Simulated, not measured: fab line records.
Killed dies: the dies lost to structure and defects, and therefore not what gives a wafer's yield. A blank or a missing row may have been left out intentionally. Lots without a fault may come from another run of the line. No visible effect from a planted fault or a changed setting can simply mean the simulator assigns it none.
fab line records	flow nand_harc
[record] lots = 6	wafers = 18	last_day = 34
route steps=1302 shown P_CONTACT@218 END@1302
lots untouched by any fault: they come from a run of this same line in which no faults occurred
start_h: hours from the record's first day to the start of the lot's first wafer shown	wait_h: hours from the lot's prior step to this one	" repeats the value in the row above	L1.1+2: a row that stands for several wafers	- no value present, or no start provided	* or withheld: withheld	< > ~ a bound
route shown NAME@n: names a module that has steps shown in the file, with the first one's number in the route	usual: average and standard deviation across the fault-free wafers	same: alike in all rows	chamber/n: place in a boat	sites: the reading at each site	_std_site: their standard deviation	_edge_site: mean of outer sites minus mean of inner sites	radius_mm: how far each site lies from the wafer's centre	mask NAME#n: copy n	behind: the most recent tool/chamber to have shaped the wafer	hold: cause of the lot's hold/its duration in hours/its outcome	device: transistor that didn't switch, given as n, p or np	end of line: the route-end tests of the same wafers	for a step that has no rows: nothing shown but its recipe	killed: dies that structure and defects cost at the first sort, which is not the same as the wafer's yield	map: a wafer's dies, marking killed ones x, the rest . and places with no die _
set.NAME: the setting as run; set.NAME@STEP: as run at that earlier step	model.NAME: the simulator's own value behind a step, which no gauge read
lots at some steps of the route; a table a step, a row a wafer
services: when a tool's chamber went out of use (start_h, in hours from the record's first day, below 0 if earlier), for how many hours, and the reason
[[steps]]
[step NHARC_P_CONTACT_DEP_00]
[recipe] target_thk_a = 5000	temp_c = 400	pressure_torr = 6.5	rf_w = 900	teos_flow_sccm = 161.4	flow_sccm = 2650	target_thk_nm = 500	gas = O2	material = SiO2
[usual] heater_power_outer_w = 309/55	heater_power_w = 535/80	mfc_precursor_sccm = 161.5/0.49	throttle_valve_pct = 15.9/0.53
lot.wafer	tool	chamber	start_h	wait_h	heater_power_outer_w	heater_power_w	mfc_precursor_sccm	throttle_valve_pct
L980.2	pecvd-01	2	-	-	288	495	161.5	16.1
L980.1	"	0	"	"	373	639	161.4	15.9
L980.5	"	1	"	"	265	490	161.6	16.4
L984.1	pecvd-01	2	-	-	248	436	161.0	15.3
L984.5	"	0	"	"	313	556	162.2	15.7
L984.6	"	1	"	"	256	464	161.6	16.1
L988.3	pecvd-04	1	-	-	342	577	161.6	15.4
L988.5	"	1	"	"	232	442	160.7	15.6
L988.4	"	2	"	"	283	491	161.5	16.3
L991.3	pecvd-01	0	-	-	384	663	161.8	16.1
L991.6	"	1	"	"	294	506	162.9	16.5
L991.4	"	0	"	"	272	507	161.9	16.1
L999.2	pecvd-01	1	310.29	0.3	239	430	161.6	16.7
L999.3	"	1	"	"	259	467	161.4	16.8
L999.5	"	1	"	"	274	486	162.4	16.8
L102.3	pecvd-01	2	-	-	329	532	160.6	16.1
L102.1	"	0	"	"	420	713	160.6	15.6
L102.4	"	2	"	"	338	549	161.7	16.1
[step NHARC_P_CONTACT_CMP_01]
[recipe] target_thk_nm = 200	material = SiO2
[usual] motor_current_A = 12.4/1.1
lot.wafer	tool	chamber	start_h	wait_h	motor_current_A
L980.1	cmp-02	3	121.11	-	13.0
L980.2	"	1	"	"	11.6
L980.5	"	3	"	"	12.8
L984.1	cmp-01	0	162.32	-	12.0
L984.6	"	3	"	"	12.4
L984.5	"	0	"	"	12.6
L988.3	cmp-03	3	197.64	-	14.1
L988.4	"	0	"	"	11.7
L988.5	"	2	"	"	12.2
L991.3	cmp-02	0	227.57	-	11.8
L991.4	"	3	"	"	11.8
L991.6	"	1	"	"	12.4
L999.2	cmp-02	0	310.86	0.5	12.0
L999.3	"	2	"	"	14.1
L999.5	"	0	"	"	11.9
L102.3	cmp-01	1	343.33	-	12.5
L102.4	"	2	"	"	10.5
L102.1	"	0	"	"	12.0
[step NHARC_P_CONTACT_SRD_03]
[step NHARC_P_CONTACT_DEHYDRATE_04]
[recipe] temp_c = 150	time_s = 120
[step NHARC_P_CONTACT_HMDS_05]
[recipe] time_s = 30
[step NHARC_P_CONTACT_COAT_33]
[recipe] temp_c = 260	time_s = 75
[step NHARC_P_CONTACT_COAT_34]
[recipe] temp_c = 225	time_s = 65
[step NHARC_P_CONTACT_COAT_06]
[recipe] spin_rpm = 1500	resist_thk_nm = 90
[step NHARC_P_CONTACT_SOFTBAKE_07]
[recipe] temp_c = 105	time_s = 55
[step NHARC_P_CONTACT_EBR_08]
[step NHARC_P_CONTACT_EXPOSE_09]
[recipe] na = 1.35	target_cd_nm = 90	dose_mj = 81.26	mask_id = P_CA
[step NHARC_P_CONTACT_PEB_10]
[recipe] peb_temp_c = 100	peb_time_s = 65
lot.wafer	tool	chamber	start_h	wait_h
L980.1+2+5	litho_track-01	0	121.87	0.1
L984.1+5+6	litho_track-06	0	163.05	0.1
L988.3+4+5	litho_track-01	0	198.25	0.0
L991.3+4+6	litho_track-01	0	228.34	0.0
L999.2+3+5	litho_track-06	0	311.59	0.1
L102.1+3+4	litho_track-06	0	344.07	0.1
[step NHARC_P_CONTACT_DEVELOP_11]
[recipe] develop_time_s = 35	dev_temp_c = 23
[step NHARC_P_CONTACT_CD_MEAS_12]
[recipe] target_cd_nm = 90	landing_energy_ev = 500
[usual] cd_nm = 90.0/0.51
lot.wafer	tool	chamber	start_h	wait_h	cd_nm
L980.1	cd_sem-03	0	121.95	-	90.4
L980.2	"	0	"	"	90.3
L980.5	"	0	"	"	90.4
L984.1	cd_sem-02	0	163.13	-	89.0
L984.5	"	0	"	"	89.5
L984.6	"	0	"	"	89.6
L988.3	cd_sem-02	0	198.33	-	92.1
L988.4	"	0	"	"	92.1
L988.5	"	0	"	"	92.7
L991.3	cd_sem-01	0	228.42	-	92.0
L991.4	"	0	"	"	91.3
L991.6	"	0	"	"	92.0
L999.2	cd_sem-03	0	311.67	-	89.4
L999.3	"	0	"	"	89.3
L999.5	"	0	"	"	89.3
L102.1	cd_sem-03	0	344.15	-	89.8
L102.3	"	0	"	"	89.5
L102.4	"	0	"	"	89.6
[step NHARC_P_CONTACT_OVL_MEAS_13]
[usual] overlay_x_nm = 0.0/0.69	overlay_y_nm = 0.1/0.85
lot.wafer	tool	chamber	start_h	wait_h	overlay_x_nm	overlay_y_nm
L980.1	overlay-01	-	122.04	-	-1.3	0.2
L980.2	"	-	"	"	-1.0	0.3
L980.5	"	-	"	"	-1.2	0.2
L984.1	overlay-02	-	163.22	-	-0.1	-0.7
L984.5	"	-	"	"	-0.6	-0.3
L984.6	"	-	"	"	0.2	-0.6
L988.3	overlay-02	-	198.41	-	-0.4	-0.8
L988.4	"	-	"	"	-0.6	-0.7
L988.5	"	-	"	"	-1.0	-0.2
L991.3	overlay-01	-	228.50	-	0.2	-0.2
L991.4	"	-	"	"	-0.1	-0.2
L991.6	"	-	"	"	0.4	-0.2
L999.2	overlay-01	-	311.75	-	0.8	0.4
L999.3	"	-	"	"	0.2	0.2
L999.5	"	-	"	"	0.2	0.5
L102.1	overlay-01	-	344.24	-	0.1	0.8
L102.3	"	-	"	"	0.2	1.3
L102.4	"	-	"	"	0.5	0.8
[step NHARC_P_CONTACT_INSPECT_14]
[usual] raw_defect_count = 3.8/2
lot.wafer	tool	chamber	start_h	wait_h	raw_defect_count
L980.1	defect_inspect-02	-	122.08	0.0	6
L980.2	"	-	"	"	1
L980.5	"	-	"	"	3
L984.1	defect_inspect-02	-	163.25	0.0	3
L984.5	"	-	"	"	4
L984.6	"	-	"	"	1
L988.3	defect_inspect-01	-	198.45	0.0	0
L988.4	"	-	"	"	0
L988.5	"	-	"	"	1
L991.3	defect_inspect-01	-	228.54	0.0	4
L991.4	"	-	"	"	4
L991.6	"	-	"	"	6
L999.2	defect_inspect-01	-	311.79	0.0	3
L999.3	"	-	"	"	5
L999.5	"	-	"	"	7
L102.1	defect_inspect-01	-	344.28	0.0	6
L102.3	"	-	"	"	3
L102.4	"	-	"	"	5
[step NHARC_P_CONTACT_DESCUM_17]
[recipe] time_s = 3	o2_flow_sccm = 200	ar_flow_sccm = 0	bias_power_w = 0	chemistry = O2
[usual] drypump_motor_current_A = 5.8/0.57	mfc_ar_sccm = 0.012/0.014	o2_flow_sccm = 200.0/0.63	oes_product_au = 1.000/0.0083	rf_vpp_V = 57.8/0.93	showerhead_plenum_p_Torr = 1.88/0.058	throttle_valve_pct = 11.311/0.0096
[same] bias_power_w = 0	time_s = 3
lot.wafer	tool	chamber	start_h	wait_h	drypump_motor_current_A	mfc_ar_sccm	o2_flow_sccm	oes_product_au	rf_hours_counter_h	rf_vpp_V	showerhead_plenum_p_Torr	throttle_valve_pct	model.P_CONTACT.cd_nm
L980.1	rie_diel-06	1	122.16	0.1	6.6	0.013	199.4	0.999	4.6	58.1	1.87	11.312	90.2
L980.2	"	2	"	"	6.5	0.032	200.4	1.002	5.0	56.4	1.79	11.295	90.52
L980.5	"	0	"	"	5.4	0	200.1	0.994	-	56.9	1.85	11.320	90.52
L984.1	rie_diel-12	3	163.32	0.1	5.7	0.045	199.9	1.008	3.1	58.9	1.85	11.304	89.44
L984.5	"	2	"	"	5.7	0	199.4	1.004	-	58.7	1.97	11.290	89.44
L984.6	"	3	"	"	5.8	0.045	200.3	1.006	-	56.6	1.85	11.315	89.58
L988.3	rie_diel-12	3	198.52	0.1	5.8	0.045	199.5	1.006	5.5	58.4	1.85	11.319	92.22
L988.5	"	3	"	"	5.8	0.045	199.8	1.003	-	57.5	1.85	11.298	93.19
L988.4	"	1	"	"	5.5	0.005	199.3	1.013	-	56.1	1.78	11.313	92.72
L991.4	rie_diel-10	2	228.62	0.1	6.1	0	199.3	0.996	4.9	58.3	1.82	11.313	91.32
L991.3	"	3	"	"	5.1	0.003	199.7	0.978	4.9	57.8	1.96	11.307	91.87
L991.6	"	3	"	"	5.1	0.003	199.8	1.001	-	58.2	1.96	11.300	91.6
L999.2	rie_diel-10	1	311.87	0.1	5.0	0.017	199.8	1.016	2.2	57.3	1.89	11.311	89.59
L999.3	"	2	"	"	6.1	0	200.3	0.982	2.4	57.3	1.82	11.295	88.98
L999.5	"	3	"	"	5.1	0.003	199.4	0.997	-	57.4	1.96	11.313	89.03
L102.4	rie_diel-06	0	344.34	0.1	5.4	0	199.4	0.999	1.5	59.2	1.85	11.309	89.73
L102.3	"	1	"	"	6.6	0.013	200.2	1.006	1.4	57.6	1.87	11.332	89.37
L102.1	"	2	"	"	6.5	0.032	199.6	0.997	1.3	57.0	1.79	11.308	89.37
[step NHARC_P_CONTACT_ETCH_35]
[recipe] target_depth_a = 390	over_etch_frac = 0.3	time_s = 65	ion_energy_ev = 80	cf4_flow_sccm = 150	ar_flow_sccm = 0	rf_w = 300	bias_w = 100	chemistry = CF4
[usual] drypump_motor_current_A = 5.8/0.56	mfc_ar_sccm = 0.012/0.014	oes_product_au = 1.001/0.0074	rf_vpp_V = 150.8/0.99	showerhead_plenum_p_Torr = 1.74/0.049	throttle_valve_pct = 13.285/0.0079
[same] time_s = 65
lot.wafer	tool	chamber	start_h	wait_h	drypump_motor_current_A	mfc_ar_sccm	oes_product_au	rf_hours_counter_h	rf_vpp_V	showerhead_plenum_p_Torr	throttle_valve_pct
L980.1	rie_diel-06	2	122.24	0.1	6.5	0.032	1.011	5.0	149.2	1.66	13.276
L980.2	"	3	"	"	6.6	0	1.003	4.1	150.4	1.81	13.288
L980.5	"	1	"	"	6.6	0.013	1.005	-	148.9	1.73	13.279
L984.1	rie_diel-12	3	163.42	0.1	5.7	0.045	1.000	3.1	152.3	1.71	13.295
L984.5	"	0	"	"	6.5	0	1.001	-	149.7	1.72	13.277
L984.6	"	1	"	"	5.6	0.005	1.005	-	148.9	1.66	13.275
L988.3	rie_diel-12	1	198.62	0.1	5.6	0.005	1.010	6.7	149.0	1.66	13.288
L988.4	"	3	"	"	5.8	0.045	0.996	-	150.6	1.71	13.277
L988.5	"	1	"	"	5.6	0.005	1.014	-	149.9	1.66	13.290
L991.3	rie_diel-10	2	228.71	0.1	6.1	0	0.995	4.9	150.9	1.69	13.279
L991.4	"	0	"	"	6.1	0.031	0.987	5.1	149.9	1.75	13.295
L991.6	"	2	"	"	6.1	0	0.998	-	152.0	1.69	13.286
L999.3	rie_diel-10	0	311.95	0.1	6.1	0.031	0.999	2.3	150.3	1.74	13.280
L999.2	"	1	"	"	5.1	0.017	1.012	2.2	152.3	1.75	13.284
L999.5	"	3	"	"	5.1	0.003	1.012	-	151.3	1.81	13.286
L102.1	rie_diel-06	1	344.42	0.1	6.6	0.013	1.007	1.4	149.8	1.73	13.290
L102.3	"	2	"	"	6.5	0.032	1.007	1.3	149.9	1.66	13.290
L102.4	"	3	"	"	6.6	0	1.007	1.5	152.6	1.80	13.281
[step NHARC_P_CONTACT_ETCH_36]
[recipe] target_depth_a = 2600	over_etch_frac = 0.25	time_s = 406.25	ion_energy_ev = 200	n2_flow_sccm = 150	h2_flow_sccm = 150	ar_flow_sccm = 0	rf_w = 400	bias_w = 150	chemistry = N2/H2
[usual] drypump_motor_current_A = 5.8/0.56	mfc_ar_sccm = 0.012/0.014	n2_flow_sccm = 150.0/0.44	oes_product_au = 0.999/0.0077	rf_vpp_V = 429.5/1.9	showerhead_plenum_p_Torr = 2.00/0.063	throttle_valve_pct = 14.172/0.0097
[same] time_s = 406.25
lot.wafer	tool	chamber	start_h	wait_h	drypump_motor_current_A	mfc_ar_sccm	n2_flow_sccm	oes_product_au	rf_hours_counter_h	rf_vpp_V	showerhead_plenum_p_Torr	throttle_valve_pct
L980.2	rie_diel-06	0	-	-	5.4	0	150.2	0.992	4.6	429.2	1.97	14.176
L980.1	"	2	"	"	6.5	0.032	149.8	1.003	5.0	427.6	1.91	14.173
L980.5	"	0	"	"	5.4	0	149.3	0.999	-	429.4	1.97	14.172
L984.1	rie_diel-12	2	-	-	5.7	0	150.1	0.996	3.5	432.1	2.10	14.179
L984.6	"	1	"	"	5.6	0.005	150.2	1.012	-	428.6	1.90	14.176
L984.5	"	2	"	"	5.7	0	149.9	1.011	-	433.0	2.10	14.161
L988.3	rie_diel-12	3	-	-	5.7	0.045	150.6	1.004	5.6	429.3	1.97	14.186
L988.4	"	2	"	"	5.7	0	150.2	0.993	-	431.3	2.10	14.172
L988.5	"	1	"	"	5.5	0.005	150.0	0.998	-	426.2	1.90	14.169
L991.3	rie_diel-10	1	-	-	5.1	0.017	149.7	1.000	5.2	429.5	2.02	14.171
L991.4	"	2	"	"	6.1	0	150.0	0.998	5.0	427.6	1.94	14.180
L991.6	"	1	"	"	5.1	0.017	149.5	1.003	-	429.2	2.02	14.181
L999.3	rie_diel-10	0	-	-	6.1	0.031	149.0	0.989	2.4	430.5	2.01	14.167
L999.2	"	3	"	"	5.1	0.003	149.6	1.003	2.6	430.7	2.09	14.186
L999.5	"	0	"	"	6.2	0.031	149.6	0.991	-	429.2	2.01	14.159
L102.1	rie_diel-06	1	-	-	6.6	0.013	150.6	0.999	1.4	431.1	1.99	14.161
L102.4	"	2	"	"	6.5	0.032	149.5	0.993	1.4	425.8	1.91	14.173
L102.3	"	3	"	"	6.6	0	150.1	1.007	1.5	432.7	2.09	14.161
[step NHARC_P_CONTACT_ETCH_18]
[recipe] target_depth_a = 4810	time_s = 240.5	c4f8_flow_sccm = 20	o2_flow_sccm = 10	ar_flow_sccm = withheld	rf_w = 600	bias_w = 1500	chemistry = C4F8/O2/Ar
[usual] oes_product_au = 0.960/0.016	rf_vpp_V = 976/4.2
[same] time_s = 240.5
lot.wafer	tool	chamber	start_h	wait_h	oes_product_au	rf_hours_counter_h	rf_vpp_V	model.P_CONTACT.cd_nm
L980.1	rie_diel-06	0	-	-	0.945	4.8	974	89.55
L980.2	"	2	"	"	0.966	5.1	969	89.95
L980.5	"	0	"	"	0.946	-	975	89.85
L984.1	rie_diel-12	3	-	-	0.955	3.3	974	88.12
L984.6	"	0	"	"	0.974	-	977	88.52
L984.5	"	1	"	"	0.983	-	970	87.6
L988.3	rie_diel-12	3	-	-	0.919	5.8	974	90.09
L988.5	"	1	"	"	0.926	-	969	92.74
L988.4	"	3	"	"	0.926	-	972	91.58
L991.3	rie_diel-10	0	-	-	0.953	5.3	976	91.39
L991.4	"	2	"	"	0.936	5.1	972	92.46
L991.6	"	0	"	"	0.949	-	977	91.99
L999.2	rie_diel-10	0	-	-	0.962	2.6	976	89.68
L999.3	"	1	"	"	0.987	2.5	977	90.42
L999.5	"	2	"	"	0.960	-	973	89.78
L102.3	rie_diel-06	3	-	-	0.962	1.6	982	91.37
L102.1	"	0	"	"	0.966	1.6	975	89.24
L102.4	"	1	"	"	0.953	1.6	974	89.67
[step NHARC_P_CONTACT_STRIP_37]
[recipe] c4f8_flow_sccm = withheld	o2_flow_sccm = 8	ar_flow_sccm = withheld	bias_w = 0	chemistry = C4F8/O2/Ar
[step NHARC_END_SORT_01]
[recipe] temp_c = 25
[usual] killed_at_array = 53/21	killed_at_other = 1.0/1.3	killed_at_periphery = 3.8/2.4	killed_dies = 58/21	killed_open = 3.4/1.9	killed_short = 2.4/1.5
[same] gross_dies = 677
lot.wafer	tool	chamber	start_h	wait_h	killed_at_array	killed_at_other	killed_at_periphery	killed_dies	killed_open	killed_short
L980.1	prober-02	0	582.82	2.5	71	2	1	74	6	3
L980.2	prober-02	0	583.63	2.8	65	3	4	72	4	1
L980.5	prober-02	0	586.03	3.7	74	4	4	82	9	4
L988.3	prober-01	0	665.25	3.1	63	1	4	68	4	3
L988.4	prober-01	0	666.05	3.4	90	1	1	92	2	1
L988.5	prober-01	0	666.86	3.7	46	1	2	49	3	2
L991.3	prober-01	0	693.12	3.1	22	0	1	23	4	0
L991.4	prober-01	0	693.92	3.4	34	0	9	43	7	6
L991.6	prober-01	0	695.51	4.0	18	0	1	19	1	2
// killed by level:class
L980.1 A_CHANNEL_HOLE_D2:chamber_film_flake=37 A_SLIT:chamber_film_flake=16 A_CHANNEL_HOLE_D1:chamber_film_flake=3 A_CONTACT:chamber_film_flake=3 A_ZERO_WELL:chamber_film_flake=2 A_DECK1_JOINT:chamber_film_flake=2 THIN_TSV:chamber_film_flake=2 P_CONTACT:geometric_particle:short=1
L980.2 A_CHANNEL_HOLE_D2:chamber_film_flake=36 A_SLIT:chamber_film_flake=15 A_CONTACT:chamber_film_flake=5 A_ZERO_WELL:chamber_film_flake=4 THIN_TSV:chamber_film_flake=3 P_ZERO_WELL:geometric_particle:open=1 P_M0:geometric_particle:open=1 P_M1:geometric_particle:open=1
L980.5 A_CHANNEL_HOLE_D2:chamber_film_flake=36 A_SLIT:chamber_film_flake=19 A_DECK1_JOINT:chamber_film_flake=4 THIN_TSV:chamber_film_flake=4 A_ZERO_WELL:chamber_film_flake=3 A_ONON_D2:geometric_particle:short=2 A_BLC:geometric_particle:open=2 A_STAIRCASE:chamber_film_flake=2
L988.3 A_SLIT:chamber_film_flake=25 A_CHANNEL_HOLE_D1:chamber_film_flake=15 A_CHANNEL_HOLE_D2:chamber_film_flake=11 A_SGD_CUT:chamber_film_flake=3 A_CONTACT:chamber_film_flake=3 P_STI:geometric_particle:short=1 P_GATE:geometric_particle:open=1 P_M0:geometric_particle:open=1
L988.4 A_CHANNEL_HOLE_D1:chamber_film_flake=45 A_SLIT:chamber_film_flake=20 A_CHANNEL_HOLE_D2:chamber_film_flake=11 A_CONTACT:chamber_film_flake=5 A_SGD_CUT:chamber_film_flake=3 A_STAIRCASE:chamber_film_flake=2 A_DECK1_JOINT:geometric_particle:short=1 A_ONON_D2:geometric_particle:open=1
L988.5 A_SLIT:chamber_film_flake=19 A_CHANNEL_HOLE_D1:chamber_film_flake=14 A_CHANNEL_HOLE_D2:chamber_film_flake=6 A_STAIRCASE:chamber_film_flake=2 P_STI:geometric_particle:short=1 P_M2:geometric_particle:short=1 A_CHANNEL_HOLE_D1:geometric_particle:open=1 A_CHANNEL_FILL_D2:geometric_particle:open=1
L991.3 A_STAIRCASE:chamber_film_flake=4 A_CONTACT:chamber_film_flake=4 A_SLIT:chamber_film_flake=3 A_CHANNEL_HOLE_D1:chamber_film_flake=3 A_ZERO_WELL:chamber_film_flake=2 A_CHANNEL_FILL_D2:chamber_film_flake=2 P_GATE:geometric_particle:open=1 A_ONON_D1:geometric_particle:open=1
L991.4 A_CHANNEL_HOLE_D1:chamber_film_flake=7 A_CONTACT:chamber_film_flake=6 A_STAIRCASE:chamber_film_flake=5 A_SLIT:chamber_film_flake=3 P_CONTACT:geometric_particle:open=2 P_M0:geometric_particle:open=2 A_DECK1_JOINT:geometric_particle:short=2 P_ZERO_WELL:chamber_film_flake=2
L991.6 A_CONTACT:chamber_film_flake=6 A_CHANNEL_HOLE_D1:chamber_film_flake=4 A_SLIT:chamber_film_flake=2 A_CHANNEL_HOLE_D1:geometric_particle:short=1 A_CHANNEL_FILL_D1:geometric_particle:short=1 A_CONTACT:geometric_particle:open=1 P_GATE:chamber_film_flake=1 A_DECK1_JOINT:chamber_film_flake=1
[[services]]
tool	chamber	start_h	hours	kind
pecvd-01	-	130.15	13.0	pm
rie_diel-06	-	130.20	9.0	pm
cmp-02	-	134.50	4.0	pm
rie_diel-12	1	149.45	3.0	repair
litho_track-01	-	155.00	7.0	pm
cmp-02	-	162.78	0.4	repair
rie_diel-12	1	169.77	3.3	repair
litho_track-06	-	179.00	7.0	pm
rie_diel-12	2	184.76	5.8	repair
rie_diel-12	0	192.95	20.5	repair
cmp-02	-	232.50	4.0	pm
rie_diel-10	0	237.16	19.2	repair
rie_diel-12	-	240.24	1.0	repair
rie_diel-06	2	241.08	2.8	repair
rie_diel-10	-	242.50	9.0	pm
rie_diel-10	-	256.45	1.3	repair
pecvd-01	1	266.02	4.1	repair
rie_diel-12	-	268.40	9.0	pm
rie_diel-10	-	274.18	1.8	repair
rie_diel-06	-	307.20	9.0	pm
pecvd-01	2	309.25	8.3	repair
pecvd-01	-	311.15	13.0	pm
rie_diel-12	3	311.97	2.8	repair
rie_diel-10	0	344.38	7.0	repair
[[key]]
[first_sign] step = NHARC_P_CONTACT_CD_MEAS_12	reading = cd_nm	direction = up	sigmas = 3.9	usual = 90.0	struck = 92.0	through = control_loop
effect none on later readings
[model_effect] step = NHARC_P_CONTACT_DESCUM_17	value = P_CONTACT.cd_nm	without = 90.64	struck = 92.15
[model_effect] step = NHARC_P_CONTACT_ETCH_18	value = P_CONTACT.cd_nm	without = 90.2	struck = 91.71
met_at NHARC_P_CONTACT_PEB_10
struck_wafers L988.3,L988.4,L988.5,L991.3,L991.4,L991.6
tester_left_out L988,L991
[loop_trim] step = NHARC_P_CONTACT_EXPOSE_09	setting = dose	lots = L991
onset_between 121.87 198.25
[fault] kind = process_parameter_drift	tool = litho_track-01	chamber = -	onset_h = 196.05	steps = NHARC_P_CONTACT_PEB_10	channel = peb_time_s	offset = *	shape = step	end_h = 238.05	acts_in = *	stated = *
// tester_left_out: of these lots the tester's yield and bins aren't shown, on N5 and GAA mostly nor the transistor test; their killed dies are dies lost to structure and defects alone, not to doping, threshold or leakage, so they don't give the yield
// loop_trim: a control loop set the setting to another value than it would have without faults
